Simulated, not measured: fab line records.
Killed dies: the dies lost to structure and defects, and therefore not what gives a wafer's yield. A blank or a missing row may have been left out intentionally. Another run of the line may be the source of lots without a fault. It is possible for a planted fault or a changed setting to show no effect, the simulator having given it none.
Struck lot and sound lot, side by side :: flow n5 finfet :: 25 out of 1938 route steps
Sound: wafers L636.1, L636.3, L636.4. Struck: wafers L652.2, L652.3, L652.5. The cause comes at the end.
Order at every step that has rows: each side's tool, ch and its chambers, its first start. Under that, the readings that differ: sound wafers :: struck wafers :: difference of the means :: sigmas: that difference in standard deviations of wafers without a fault.
alike: readings with means less than 2 such deviations apart, plus words and numbers identical on both sides. not compared: withheld readings, readings lacking a value on some wafer, bounds such as >300 that could conceal the same value, and numbers that have no deviation in the record and whose values overlap.
A row with sigmas, a row that says differs or no value, or rows on one side alone: a step with any of these is where the two part. Numbers that don't overlap but have no deviation are shown without sigmas and don't part them. A reading that every wafer of one side lacks parts them only if that side has two wafers or more.

first, 10 steps without rows for these wafers: N5_GATE_CUT_ETCHBACK_00 (etches W in SF6/Cl2); N5_GATE_CUT_ETCH_56 (etches TiN in Cl2/Ar, target depth 21.6 nm); N5_GATE_CUT_ETCHBACK_30 (etches TiN in Cl2/Ar, target depth 3 nm); N5_GATE_CUT_VAPOR_ETCH_60 (etches HfO2 in BCl3/Cl2); N5_GATE_CUT_ETCH_58 (etches SiNx in CH3F/O2, target depth 17 nm, time 128.6 s); N5_GATE_CUT_STRIP_59 (strips in N2/H2, time 20 s); N5_GATE_CUT_PRECLEAN_31 (cleans in DIW, time 300 s); N5_GATE_CUT_SRD_32 (time 30 s); N5_GATE_CUT_SAC_CAP_01 (material SiNx, target thk 24 nm, pulse time 1 s, ald cycles 480); N5_GATE_CUT_PECVD_57 (deposits SiNx from SiH4/NH3/N2, target thk 21 nm).
N5_GATE_CUT_CMP_02: polishes, stops on SiO2, t overpolish 12.7 s, target thk 0 nm.
  sound on cmp-04 ch 0,2,3, day 5 05:14; struck on cmp-04 ch 1,3, day 9 03:23
  alike: motor current A, overpolish run s, slurry filter dp kPa, time to endpoint s
then, 10 steps without rows for these wafers: N5_GATE_CUT_HM_DEP_46 (deposits SiO2 from TEOS/O2, target thk 130 nm, time 26.6 s); N5_GATE_CUT_COAT_34 (time 60 s, resist thk 60 nm); N5_GATE_CUT_COAT_35 (time 60 s, resist thk 10 nm); N5_GATE_CUT_COAT_27 (time 60 s, resist thk 10 nm); N5_GATE_CUT_COAT_07 (resist thk 30 nm); N5_GATE_CUT_EBR_09; N5_GATE_CUT_SOFTBAKE_08 (time 60 s); N5_GATE_CUT_EXPOSE_10 (exposes mask GATE CUT, target cd 20 nm); N5_GATE_CUT_PEB_11 (peb time 60 s); N5_GATE_CUT_DEVELOP_12 (develop time 30 s).
N5_GATE_CUT_INSPECT_15: inspects for defects (brightfield).
  struck on defect inspect-01, day 9 04:09; sound on defect inspect-02, day 5 06:00
reading: raw defect count
sound: 49 83 97
struck: 1298 1249 1347
difference: +1222
sigmas: +30
then, 1 step without rows for these wafers: N5_GATE_CUT_DESCUM_18 (chemistry O2, time 7 s).
-- a jump in the record: the struck wafers' starts before and after are 3 days apart (it breaks off in module GATE_CUT and resumes in module BEOL_M4, where the first step shown is number 1111 of the route) --
N5_BEOL_M4_RC_MEAS_101:
  sound on prober-01 ch 0, day 8 10:27; struck on prober-02 ch 0, day 12 08:55
  alike: DIBL_N, DIBL_P, IOFF_N, IOFF_P, ION_N, ION_P, SS_N, SS_P, VT_N, VT_P
-- the record jumps here: 5 days lie between the struck wafers' starts before and after (it left off in module BEOL_M4 and takes up again in module PASSIVATION, whose first step shown is number 1936 of the route) --
N5_PASSIVATION_PROBE_49:
  the record has rows for the struck wafers here (prober-01, day 16 23:22) and none for the sound ones

== WHERE THEY PART ==
Last at N5_PASSIVATION_PROBE_49 as far as this record goes, first at N5_GATE_CUT_INSPECT_15.

WHY: what the simulator had put in
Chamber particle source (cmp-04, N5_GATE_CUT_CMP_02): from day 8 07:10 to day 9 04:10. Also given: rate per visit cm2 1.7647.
